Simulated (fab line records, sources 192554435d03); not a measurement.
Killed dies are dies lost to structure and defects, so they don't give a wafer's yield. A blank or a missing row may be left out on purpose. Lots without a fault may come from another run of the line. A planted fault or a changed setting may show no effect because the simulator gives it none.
Which tool did it? | flow n5_finfet | 12 lots, 36 wafers sampled, at 3 steps of a route of 1938

WHAT THE GAUGES READ, wafer by wafer
N5_BEOL_M1_OCD_MEAS_38.
lot  | measured     | on     | trench_depth_nm (nm)
L075 | day 6 16:26  | ocd-02 | 55.7 55.6 56.1
L077 | day 7 14:02  | ocd-02 | 57.7 56.0 56.8
L078 | day 7 18:40  | ocd-02 | 55.2 54.4 55.2
L081 | day 8 02:03  | ocd-02 | 53.7 53.0 54.8
L083 | day 8 11:04  | ocd-01 | 55.7 57.2 54.5
L085 | day 8 23:52  | ocd-02 | 55.5 54.2 55.8
L087 | day 9 13:27  | ocd-02 | 55.2 55.7 54.0
L089 | day 10 04:34 | ocd-02 | 58.0 57.9 57.3
L091 | day 10 07:30 | ocd-01 | 55.4 56.2 55.5
L093 | day 11 00:46 | ocd-01 | 57.4 58.5 53.9
L095 | day 11 10:37 | ocd-02 | 55.5 56.8 55.0
L097 | day 11 21:17 | ocd-02 | 56.1 55.8 56.8

WHICH TOOL RAN EACH LOT (tool, then ch and the chambers of the sampled wafers, then the start)
lot  | N5_BEOL_M1_STRIP_66                | N5_BEOL_M1_DESCUM_33
L075 | rie_diel-02 ch 0,3, day 6 13:00    | rie_diel-04 ch 1,2,3, day 6 13:46
L077 | rie_diel-02 ch 0,2,3, day 7 12:35  | rie_diel-01 ch 2,3, day 7 13:17
L078 | rie_diel-04 ch 2,3, day 7 14:53    | rie_diel-01 ch 0,2, day 7 15:48
L081 | rie_diel-01 ch 0,3, day 7 23:04    | rie_diel-02 ch 0,1,2, day 7 23:52
L083 | rie_diel-01 ch 0,1,2, day 8 08:02  | rie_diel-04 ch 1,2,3, day 8 08:49
L085 | rie_diel-04 ch 0,2,3, day 8 22:25  | rie_diel-02 ch 1,2,3, day 8 23:05
L087 | rie_diel-04 ch 1,2,3, day 9 11:58  | rie_diel-01 ch 1,2, day 9 12:38
L089 | rie_diel-02 ch 1,2, day 10 00:11   | rie_diel-01 ch 0,1,3, day 10 02:01
L091 | rie_diel-04 ch 0,2,3, day 10 05:40 | rie_diel-02 ch 0,1, day 10 06:36
L093 | rie_diel-02 ch 2,3, day 10 22:56   | rie_diel-01 ch 0,1, day 10 23:35
L095 | rie_diel-04 ch 0,1, day 11 07:09   | rie_diel-02 ch 1,2,3, day 11 07:51
L097 | rie_diel-01 ch 1,2,3, day 11 18:40 | rie_diel-02 ch 0,2,3, day 11 19:28
- N5_BEOL_M1_STRIP_66: strips in CF4.
- N5_BEOL_M1_DESCUM_33: chemistry O2, time 7 s.

THE ANSWER, worked out from the rows above alone
Rule: what is usual is taken from the lots themselves. Put in order of their means at a reading, lots are off if they are a third of the lots or fewer, leave a main group of 4 or more, and stand apart from it by a gap of 3 or more times the standard deviation of the main group's means; of several such gaps the widest counts. A main group whose means are all the same, to the digits that the tables above print for the reading, isn't used. A lot without any number at a reading at which 4 lots or more have one is off too. The other lots that the step has rows for count as sound.
No lot is off at any reading shown: from this, nothing can be told.

WHAT THE SIMULATOR HAD PUT IN
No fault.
